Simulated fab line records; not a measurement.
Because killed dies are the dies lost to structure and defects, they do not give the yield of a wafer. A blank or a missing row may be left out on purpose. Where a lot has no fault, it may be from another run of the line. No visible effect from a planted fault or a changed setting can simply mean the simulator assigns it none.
fab line records	flow n5-finfet
record lots=9	wafers=25	last-day=19
route steps=1938 shown MOL_CONTACT_COAG@606 BEOL_M4@1111 PASSIVATION@1936
lots untouched by any fault: they come from a run of this same line in which no faults occurred
start-h: the number of hours between the record's first day and the start of the first shown wafer of the lot	wait-h: how many hours have passed since the lot's step before this one	" same as the row above	L1.1+2: one row covering several wafers at once	- no value, or no start was given	* or withheld: withheld	< > ~ a bound
route shown NAME@n: NAME is a module with steps in the file, n the number in the route of the first one	usual: average and standard deviation across the fault-free wafers	same: alike in all rows	chamber/n: place in a boat	sites: each site's reading	_std_site: standard deviation of those values	_edge_site: the outer-site mean with the inner-site mean subtracted	radius-mm: for every site, how far away it sits from the centre of the wafer	mask NAME#n: copy n	behind: the last tool/chamber to shape the wafer	hold: the reason the lot was held/the length of the hold in hours/how it ended	device: which transistor (n, p or np) failed to switch	end of line: the tests these same wafers got at the end of their route	step lacking rows: just its recipe	killed: at the first sort, the dies lost to defects and structure; wafer yield is something else	map: a wafer's dies, x killed, . not, _ none there
set.NAME: the setting as run; set.NAME@STEP: as run at that earlier step	model.NAME: the simulator's own value behind a step, which no gauge read
route steps across a sampled set of lots; one table per step, one row per wafer
services: from which hour (start-h, from the record's first day; less than 0 if before it) a tool's chamber was out of use, for how many hours, and why
## steps
# step N5_MOL_CONTACT_COAG_ETCH_65
# recipe chemistry=N2/H2	target=underlayer	target-depth-a=130	mask-material=CAR-EUV	time-s=10.4	ion-energy-ev=200	pressure-mtorr=30	source-w=840	bias-w=150	n2-flow-sccm=200	h2-flow-sccm=200	ends=cleared
# usual drypump-motor-current-A=6.0/0.49	etch-rf-on-time-s=10.45/0.14	oes-product-au=0.68/0.065	rf-fwd-power-W=819.1/2.8	rf-vpp-V=525.6/2.5	showerhead-plenum-p-Torr=2.61/0.08	throttle-valve-pct=17.84/0.2
lot.wafer	tool	chamber	start-h	wait-h	drypump-motor-current-A	etch-rf-on-time-s	oes-product-au	rf-fwd-power-W	rf-hours-counter-h	rf-vpp-V	showerhead-plenum-p-Torr	throttle-valve-pct
L511.2	rie-diel-03	3	105.42	0.0	6.1	10.28	0.68	813.4	126	523.3	2.55	17.83
L511.4	"	0	"	"	6.4	10.58	0.59	825.0	238	525.8	2.61	17.91
L511.6	"	0	"	"	6.4	10.55	0.60	823.8	-	526.3	2.61	17.91
L513.2	rie-diel-02	0	118.94	0.0	6.2	10.41	0.64	823.1	162	526.1	2.64	17.80
L513.4	"	1	"	"	5.0	10.46	0.79	819.8	16	522.3	2.51	17.79
L513.6	"	0	"	"	6.2	10.42	0.64	823.3	-	527.5	2.64	17.83
L516.3	rie-diel-02	2	139.55	0.0	6.1	10.48	0.60	822.1	236	519.4	2.40	18.14
L516.5	"	3	"	"	5.8	10.23	0.73	820.4	-	527.8	2.68	18.02
L516.6	"	0	"	"	6.2	10.47	0.62	819.0	-	525.1	2.64	17.83
L520.2	rie-diel-02	1	158.22	0.0	5.0	10.61	0.75	821.7	29	521.8	2.50	17.82
L520.4	"	0	"	"	6.2	10.41	0.63	823.9	175	526.3	2.63	17.84
L520.6	"	3	"	"	5.8	10.16	0.72	819.5	-	525.7	2.68	18.04
L521.1	rie-diel-05	0	171.09	0.0	5.7	10.35	0.64	817.1	126	528.9	2.67	18.11
L521.2	"	2	"	"	5.9	10.49	0.60	813.1	223	525.5	2.62	17.66
L523.1	rie-diel-03	1	178.26	0.0	6.7	10.71	0.62	814.5	176	525.9	2.64	17.52
L523.2	"	2	"	"	5.8	10.44	0.75	822.2	30	529.3	2.71	18.07
L529.2	rie-diel-03	2	214.63	0.0	5.8	10.38	0.72	818.5	43	527.5	2.71	18.10
L529.4	"	3	"	"	6.1	10.27	0.64	823.0	169	524.5	2.53	17.88
L529.6	"	2	"	"	5.8	10.33	0.73	820.7	-	527.4	2.71	18.09
L532.1	rie-diel-02	3	236.01	0.0	5.8	10.26	0.69	815.9	110	525.8	2.67	18.06
L532.3	"	0	"	"	6.2	10.54	0.61	812.6	200	527.0	2.62	17.89
L532.4	"	2	"	"	6.0	10.62	0.79	819.6	9	528.6	2.71	17.74
L533.2	rie-diel-02	3	237.69	0.0	5.8	10.21	0.69	816.8	111	528.3	2.67	18.06
L533.3	"	1	"	"	5.0	10.63	0.71	821.1	57	522.2	2.49	17.87
L533.5	"	1	"	"	5.0	10.57	0.72	820.6	-	521.8	2.49	17.86
# step N5_MOL_CONTACT_COAG_ALD_133
# recipe material=SiO2	target-thk-a=50	temp-c=100	ald-precursor-family=BDEAS	ald-co-reactant=O2-plasma	pulse-time-s=1	co-reactant-pulse-time-s=1	purge-time-s=2	co-reactant-purge-time-s=2	ald-cycles=35	pressure-torr=2
# usual ald-cycles=35/0	heater-power-w=77/8.6	precursor-pulse-height-rel=0.999/0.023
lot.wafer	tool	chamber	start-h	wait-h	ald-cycles	heater-power-w	precursor-pulse-height-rel	since-wet-clean-h
L511.2	ald-sin-04	3	105.52	0.1	35	74	1.012	4
L511.4	"	2	"	"	35	84	0.995	4
L511.6	"	2	"	"	35	86	1.005	-
L513.2	ald-sin-04	0	119.20	0.2	35	60	0.996	18
L513.4	"	1	"	"	35	68	0.961	18
L513.6	"	1	"	"	35	68	1.012	-
L516.3	ald-sin-03	3	140.04	0.4	35	84	1.017	238
L516.5	"	1	"	"	35	81	0.979	-
L516.6	"	2	"	"	35	67	1.035	-
L520.2	ald-sin-04	1	158.32	0.1	35	70	1.007	57
L520.4	"	0	"	"	35	61	1.001	57
L520.6	"	1	"	"	55	70	0.972	-
L521.1	ald-sin-04	2	171.19	0.1	55	88	1.019	70
L521.2	"	3	"	"	35	71	0.984	70
L523.1	ald-sin-04	1	179.31	1.0	55	68	1.048	78
L523.2	"	0	"	"	35	60	0.987	78
L529.2	ald-sin-03	0	215.39	0.7	35	80	0.985	313
L529.4	"	0	"	"	35	82	1.006	-
L529.6	"	3	"	"	35	86	1.022	-
L532.1	ald-sin-01	2	236.11	0.1	35	75	0.966	45
L532.3	"	0	"	"	35	79	0.993	45
L532.4	"	3	"	"	35	89	1.012	45
L533.2	ald-sin-03	3	237.79	0.1	35	89	0.976	336
L533.3	"	0	"	"	35	82	0.997	336
L533.5	"	0	"	"	35	79	1.012	-
# step N5_MOL_CONTACT_COAG_ETCHBACK_134
# recipe chemistry=CHF3	target=SiO2	target-depth-a=100	time-s=6.7	ion-energy-ev=200	pressure-mtorr=30	source-w=610	bias-w=170	Ar_flow_sccm=200	CHF3_flow_sccm=50
# usual CHF3_flow_sccm=49.98/0.15	drypump-motor-current-A=6.0/0.54	oes-product-au=0.79/0.085	rf-fwd-power-W=602/3.2	rf-vpp-V=526/5.4	showerhead-plenum-p-Torr=2.43/0.07	throttle-valve-pct=18.67/0.2
lot.wafer	tool	chamber	start-h	wait-h	CHF3_flow_sccm	drypump-motor-current-A	oes-product-au	rf-fwd-power-W	rf-hours-counter-h	rf-vpp-V	showerhead-plenum-p-Torr	throttle-valve-pct
L511.2	rie-diel-03	0	105.70	0.1	49.95	6.4	0.70	601	239	533	2.44	18.74
L511.4	"	3	"	"	50.14	6.1	0.78	600	126	519	2.39	18.70
L511.6	"	1	"	"	50.41	6.7	0.76	603	-	530	2.48	18.36
L513.2	rie-diel-03	3	119.47	0.2	49.90	6.2	0.77	605	131	519	2.38	18.73
L513.4	"	0	"	"	49.85	6.4	0.71	598	244	533	2.44	18.77
L513.6	"	3	"	"	49.90	6.1	0.78	605	-	517	2.38	18.72
L516.3	rie-diel-03	2	140.28	0.2	50.15	5.8	0.92	600	13	525	2.53	18.79
L516.5	"	3	"	"	50.12	6.1	0.77	606	-	516	2.38	18.73
L516.6	"	1	"	"	50.09	6.7	0.75	605	-	528	2.47	18.39
L520.2	rie-diel-05	2	158.50	0.1	49.79	5.9	0.71	600	218	527	2.45	18.50
L520.4	"	3	"	"	49.96	6.4	0.74	605	180	527	2.47	18.94
L520.6	"	1	"	"	50.19	4.9	0.88	601	-	520	2.33	18.50
L521.1	rie-diel-03	1	171.37	0.1	49.87	6.7	0.73	606	174	528	2.46	18.42
L521.2	"	0	"	"	49.82	6.4	0.98	603	0	533	2.44	18.40
L523.1	rie-diel-05	1	179.49	0.1	50.03	4.9	0.87	601	47	520	2.33	18.50
L523.2	"	0	"	"	50.05	5.7	0.74	606	130	529	2.48	18.83
L529.2	rie-diel-02	0	215.57	0.1	50.00	6.2	0.72	602	194	536	2.47	18.80
L529.4	"	2	"	"	50.08	6.1	0.96	593	3	532	2.54	18.68
L529.6	"	0	"	"	49.71	6.1	0.71	601	-	537	2.47	18.81
L532.1	rie-diel-05	0	236.29	0.1	49.94	5.7	0.74	607	148	528	2.48	18.88
L532.3	"	2	"	"	49.97	5.9	0.69	600	249	527	2.44	18.56
L532.4	"	3	"	"	50.22	6.4	0.71	605	210	527	2.46	18.98
L533.2	rie-diel-05	0	237.97	0.1	49.93	5.7	0.73	604	149	528	2.48	18.87
L533.3	"	3	"	"	49.88	6.4	0.70	604	210	529	2.46	18.97
L533.5	"	1	"	"	49.99	4.9	0.84	601	-	519	2.32	18.56
# step N5_MOL_CONTACT_COAG_ETCHBACK_136
# recipe chemistry=CHF3	target=SiO2	target-depth-a=250	time-s=16.7	ion-energy-ev=200	pressure-mtorr=30	source-w=610	bias-w=170	Ar_flow_sccm=200	CHF3_flow_sccm=50
# usual CHF3_flow_sccm=49.99/0.14	drypump-motor-current-A=6.0/0.54	oes-product-au=0.79/0.085	rf-fwd-power-W=598/3.3	rf-vpp-V=526/5.4	showerhead-plenum-p-Torr=2.43/0.07	throttle-valve-pct=18.67/0.2
lot.wafer	tool	chamber	start-h	wait-h	CHF3_flow_sccm	drypump-motor-current-A	oes-product-au	rf-fwd-power-W	rf-hours-counter-h	rf-vpp-V	showerhead-plenum-p-Torr	throttle-valve-pct
L511.2	rie-diel-03	0	105.82	0.0	49.94	6.4	0.69	598	239	532	2.44	18.77
L511.4	"	3	"	"	50.32	6.1	0.78	595	126	516	2.39	18.72
L511.6	"	1	"	"	49.95	6.7	0.76	598	-	528	2.48	18.37
L513.2	rie-diel-03	3	119.60	0.0	49.98	6.1	0.78	596	131	515	2.38	18.74
L513.4	"	0	"	"	49.88	6.4	0.70	600	244	533	2.44	18.76
L513.6	"	3	"	"	50.11	6.1	0.78	596	-	518	2.38	18.72
L516.3	rie-diel-03	2	140.41	0.0	49.93	5.8	0.92	597	13	525	2.53	18.80
L516.5	"	3	"	"	49.82	6.1	0.78	597	-	516	2.38	18.73
L516.6	"	1	"	"	50.08	6.7	0.75	602	-	529	2.47	18.40
L520.2	rie-diel-05	2	158.63	0.0	50.09	5.9	0.71	595	218	530	2.45	18.52
L520.4	"	3	"	"	49.89	6.3	0.73	602	180	529	2.47	18.93
L520.6	"	1	"	"	50.12	4.9	0.89	599	-	521	2.33	18.51
L521.1	rie-diel-03	1	171.49	0.0	50.12	6.7	0.73	604	174	527	2.46	18.41
L521.2	"	0	"	"	50.28	6.4	0.97	599	0	533	2.44	18.39
L523.1	rie-diel-05	1	179.62	0.0	50.13	4.9	0.88	595	48	519	2.33	18.52
L523.2	"	0	"	"	50.26	5.7	0.75	606	130	529	2.48	18.84
L529.2	rie-diel-02	0	215.70	0.0	50.12	6.2	0.72	598	194	537	2.47	18.79
L529.4	"	2	"	"	49.94	6.0	0.96	594	3	531	2.54	18.68
L529.6	"	0	"	"	49.87	6.2	0.71	601	-	537	2.47	18.80
L532.1	rie-diel-05	0	236.42	0.0	50.12	5.7	0.73	604	148	529	2.48	18.88
L532.3	"	2	"	"	49.97	5.9	0.68	594	249	527	2.43	18.56
L532.4	"	3	"	"	49.82	6.4	0.70	601	210	529	2.46	18.96
L533.2	rie-diel-05	0	238.09	0.0	50.00	5.7	0.73	605	149	528	2.48	18.88
L533.3	"	3	"	"	49.90	6.4	0.70	601	210	527	2.46	18.97
L533.5	"	1	"	"	49.82	4.9	0.83	593	-	520	2.32	18.56
# step N5_BEOL_M4_RC_MEAS_101
# usual DIBL_N=36.4/1.4	DIBL_P=36.4/1.5	IOFF_N=0.156/0.022	IOFF_P=0.210/0.023	ION_N=675/9.1	ION_P=463/5.7	SS_N=71.6/0.45	SS_P=73.3/0.56	VT_N=250/3.1	VT_P=-250.3/2.3
lot.wafer	tool	chamber	start-h	wait-h	DIBL_N[mV/V]	DIBL_P[mV/V]	IOFF_N[nA/um]	IOFF_P[nA/um]	ION_N[uA/um]	ION_P[uA/um]	SS_N[mV/dec]	SS_P[mV/dec]	VT_N[mV]	VT_P[mV]
L511.2	prober-01	0	202.31	0.2	36.4	38.4	0.172	0.220	680	464	71.4	73.1	248	-247.6
L511.4	"	0	"	"	34.4	36.0	0.147	0.183	676	466	71.8	73.3	251	-254.1
L511.6	"	0	"	"	35.7	37.3	0.159	0.201	680	463	71.4	73.2	252	-251.3
L513.2	prober-01	0	204.34	0.2	36.2	35.6	0.170	0.205	681	461	72.0	73.3	244	-249.8
L513.4	"	0	"	"	36.3	34.6	0.162	0.180	673	455	71.7	73.7	249	-252.2
L513.6	"	0	"	"	35.1	34.0	0.144	0.169	677	454	71.5	73.6	250	-253.3
L516.3	prober-02	0	229.45	0.3	37.7	35.4	0.175	0.232	686	474	71.6	74.0	249	-249.3
L516.5	"	0	"	"	38.0	35.8	0.183	0.243	683	466	71.3	73.6	248	-246.3
L516.6	"	0	"	"	36.7	34.6	0.151	0.211	681	470	70.9	73.6	250	-248.6
L520.2	prober-02	0	257.10	0.2	37.6	37.8	0.163	0.190	677	453	72.0	73.5	249	-252.8
L520.4	"	0	"	"	38.0	38.8	0.179	0.210	678	461	72.1	73.9	250	-250.8
L521.2	prober-02	0	264.84	0.2	35.3	36.3	0.129	0.206	658	463	71.5	73.3	256	-250.7
L523.2	prober-01	0	275.17	0.2	36.8	32.7	0.114	0.179	657	461	70.9	72.2	254	-251.9
L529.2	prober-02	0	311.12	0.2	34.7	36.0	0.134	0.192	678	465	71.1	72.3	252	-251.0
L529.4	"	0	"	"	34.6	35.4	0.130	0.187	661	459	71.7	72.1	251	-251.1
L529.6	"	0	"	"	33.9	34.7	0.116	0.168	665	456	71.0	72.4	254	-252.2
L532.1	prober-02	0	327.70	0.0	37.2	38.6	0.187	0.259	685	477	72.3	73.5	246	-249.3
L532.3	"	0	"	"	36.8	37.0	0.166	0.228	671	465	72.1	74.1	248	-249.0
L532.4	"	0	"	"	35.9	35.9	0.152	0.212	675	467	71.6	73.8	249	-250.1
L533.2	prober-02	0	342.34	0.2	37.0	38.0	0.164	0.233	669	468	71.6	73.6	250	-249.7
L533.3	"	0	"	"	35.1	36.5	0.139	0.205	669	465	71.4	72.4	252	-248.6
L533.5	"	0	"	"	36.8	38.2	0.174	0.235	676	467	71.8	72.8	249	-249.1
# step N5_PASSIVATION_PROBE_49
# usual defect-limited-yield=91.5/1.3	killed_at_M0_to_M3=33/10	killed_at_M4_up=13/4	killed-at-contacts=12/6.3	killed-at-front-end=39/11	killed-at-other=3.4/2.6	killed-dies=100/15	killed-on-rim=13/4	killed-open=65/11	killed-short=34/7.8	sort_bin_5_function=5.0/0.89	sort_bin_6_memory=3.2/0.58	sort-n-pass=1080/15	sort-yield-pct=91.5/1.3
# same gross-dies=1180	killed-at-back-side=0	sort_bin_4_leakage[%]=0	sort_bin_8_speed[%]=0
lot.wafer	tool	chamber	start-h	wait-h	defect-limited-yield[%]	killed_at_M0_to_M3	killed_at_M4_up	killed-at-contacts	killed-at-front-end	killed-at-other	killed-dies	killed-on-rim	killed-open	killed-short	sort_bin_5_function[%]	sort_bin_6_memory[%]	sort-n-pass	sort-yield-pct[%]
L511.2	prober-01	-	308.50	0.1	92.7	38	14	4	29	1	86	15	58	27	4.6	2.5	1094	92.7
L511.4	prober-01	-	308.60	0.2	91.4	30	15	14	40	3	102	16	58	38	5.1	2.9	1078	91.4
L511.6	prober-01	-	308.70	0.3	92.2	33	13	4	39	3	92	8	50	41	4.0	3.6	1088	92.2
L520.2	prober-01	-	369.42	0.1	90.1	50	12	7	43	5	117	20	74	42	5.5	4.1	1063	90.1
L520.4	prober-01	-	369.52	0.2	91.8	39	12	23	16	7	97	11	55	39	4.7	3.2	1083	91.8
L520.6	prober-01	-	369.62	0.3	0	38	10	1097	31	4	1180	152	73	32	96.4	3.3	0	0
L521.1	prober-02	-	382.04	0.0	0	27	11	1103	33	6	1180	152	68	30	96.4	3.1	0	0
L521.2	prober-02	-	382.09	0.1	91.0	28	9	17	47	5	106	12	65	41	4.7	3.9	1074	91.0
L523.1	prober-01	-	389.14	0.0	0	35	10	1091	36	8	1180	152	73	26	96.4	3.5	0	0
L523.2	prober-01	-	389.19	0.1	91.5	23	18	8	44	7	100	13	63	37	5.1	3.1	1080	91.5
# killed by level:class
L511.2 BEOL_M2:geometric-particle:open=11 FIN_SAQP:geometric-particle:open=8 BEOL_M0_SAQP:geometric-particle:short=6 BEOL_M1:geometric-particle:open=6 BEOL_M0_SAQP:geometric-particle:open=5 BEOL_M3:geometric-particle:open=5 ILD0:geometric-particle:short=4 ILD0:geometric-particle:open=4
L511.4 MOL_CONTACT_COAG:geometric-particle:open=13 BEOL_M0_SAQP:geometric-particle:open=9 BEOL_M0_SAQP:geometric-particle:short=8 FIN_SAQP:geometric-particle:short=6 FIN_SAQP:geometric-particle:open=6 BEOL_M1:geometric-particle:open=6 STI_FIN_REVEAL:geometric-particle:open=4 GATE_CUT:geometric-particle:open=4
L511.6 STI_FIN_REVEAL:geometric-particle:open=10 BEOL_M0_SAQP:geometric-particle:short=7 BEOL_M0_SAQP:geometric-particle:open=7 ILD0:geometric-particle:short=6 BEOL_M4:geometric-particle:short=6 FIN_SAQP:geometric-particle:open=5 GATE_CUT:geometric-particle:short=5 BEOL_M2:geometric-particle:open=5
L520.2 FIN_SAQP:geometric-particle:open=15 BEOL_M0_SAQP:geometric-particle:open=13 FIN_SAQP:geometric-particle:short=12 BEOL_M0_SAQP:geometric-particle:short=12 BEOL_M3:geometric-particle:open=11 MOL_CONTACT_COAG:geometric-particle:open=7 BEOL_M1:geometric-particle:open=6 BEOL_M4:geometric-particle:open=6
L520.4 MOL_CONTACT_COAG:geometric-particle:open=14 BEOL_M0_SAQP:geometric-particle:short=11 BEOL_M3:geometric-particle:open=11 MOL_CONTACT_COAG:geometric-particle:short=9 BEOL_M2:geometric-particle:open=6 FIN_SAQP:geometric-particle:short=5 BEOL_M0_SAQP:geometric-particle:open=5 FIN_SAQP:geometric-particle:open=4
L520.6 MOL_CONTACT_COAG:area-ald=1074 MOL_CONTACT_COAG:geometric-particle:open=17 BEOL_M3:geometric-particle:open=12 BEOL_M0_SAQP:geometric-particle:open=10 FIN_SAQP:geometric-particle:short=9 FIN_SAQP:geometric-particle:open=8 STI_FIN_REVEAL:geometric-particle:open=7 MOL_CONTACT_COAG:geometric-particle:short=6
L521.1 MOL_CONTACT_COAG:area-ald=1082 MOL_CONTACT_COAG:geometric-particle:open=15 BEOL_M3:geometric-particle:open=10 BEOL_M4:geometric-particle:open=6 MOL_CONTACT_COAG:geometric-particle:short=6 BEOL_M0_SAQP:geometric-particle:short=6 FIN_SAQP:geometric-particle:open=5 STI_FIN_REVEAL:geometric-particle:open=4
L521.2 FIN_SAQP:geometric-particle:open=15 MOL_CONTACT_COAG:geometric-particle:open=11 FIN_SAQP:geometric-particle:short=9 BEOL_M3:geometric-particle:open=7 MOL_CONTACT_COAG:geometric-particle:short=6 BEOL_M1:geometric-particle:open=6 BEOL_M0_SAQP:geometric-particle:open=5 BEOL_M0_SAQP:geometric-particle:short=4
L523.1 MOL_CONTACT_COAG:area-ald=1080 STI_FIN_REVEAL:geometric-particle:open=13 MOL_CONTACT_COAG:geometric-particle:open=9 BEOL_M3:geometric-particle:open=7 BEOL_M0_SAQP:geometric-particle:open=6 FIN_SAQP:geometric-particle:short=5 BEOL_M0:geometric-particle:open=5 BEOL_M1:geometric-particle:open=5
L523.2 FIN_SAQP:geometric-particle:short=10 STI_FIN_REVEAL:geometric-particle:open=10 FIN_SAQP:geometric-particle:open=8 MOL_CONTACT_COAG:geometric-particle:open=7 BEOL_M0_SAQP:geometric-particle:short=5 GATE_CUT:geometric-particle:short=4 BEOL_M1:geometric-particle:open=4 BEOL_M3:geometric-particle:open=4
## services
tool	chamber	start-h	hours	kind
rie-diel-03	2	82.90	-	clean
rie-diel-03	2	82.90	-	consumable-replace:focus-ring
rie-diel-03	2	82.90	-	consumable-replace:showerhead
rie-diel-03	2	82.90	22.0	scheduled-down
rie-diel-03	2	82.90	22.0	vent-cycle
ald-sin-04	-	87.09	14.0	pm
rie-diel-03	-	99.11	2.8	pm
ald-sin-01	3	111.50	1.7	repair
ald-sin-01	3	118.03	6.7	repair
rie-diel-02	3	127.94	2.0	repair
rie-diel-03	0	136.43	-	clean
rie-diel-03	0	136.43	-	consumable-replace:focus-ring
rie-diel-03	0	136.43	34.1	scheduled-down
rie-diel-03	0	136.43	34.1	vent-cycle
ald-sin-03	2	156.64	36.8	repair
ald-sin-01	-	177.36	14.0	pm
rie-diel-02	2	187.65	-	clean
ald-sin-01	-	191.36	6.1	pm
rie-diel-05	3	191.40	1.4	repair
ald-sin-04	2	205.60	7.8	repair
ald-sin-03	2	213.12	2.6	repair
ald-sin-01	0	221.18	1.7	repair
rie-diel-03	1	222.81	2.7	repair
rie-diel-02	0	236.29	1.6	repair
## key
first-sign step=N5_MOL_CONTACT_COAG_ALD_133	reading=ald-cycles	direction=up	sigmas=99+	usual=*	struck=*
effect step=N5_PASSIVATION_PROBE_49	reading=killed-at-contacts	direction=up	sigmas=99+	usual=12	struck=1097
more-kills-born-at N5_MOL_CONTACT_COAG_ALD_133@ald-sin-04=3236
met-at N5_MOL_CONTACT_COAG_ALD_133
struck-lots L520,L521,L523
struck-wafers L520.6,L521.1,L523.1
later-rows-left-out L520.6,L521.1,L523.1
not-acting-at N5_MOL_CONTACT_COAG_ETCH_65,N5_MOL_CONTACT_COAG_ETCHBACK_134,N5_MOL_CONTACT_COAG_ETCHBACK_136
onset-between 119.20 158.32
fault kind=process-parameter-drift	tool=ald-sin-04	chamber=-	onset-h=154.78	steps=N5_MOL_CONTACT_COAG_ALD_133	channel=ald-cycles	offset=*	shape=step	end-h=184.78	scope=struck-wafers-only	acts-in=*	stated=*
# later-rows-left-out: the simulator's readings of these wafers behind a module that went badly wrong aren't trusted and aren't shown, but for the sort
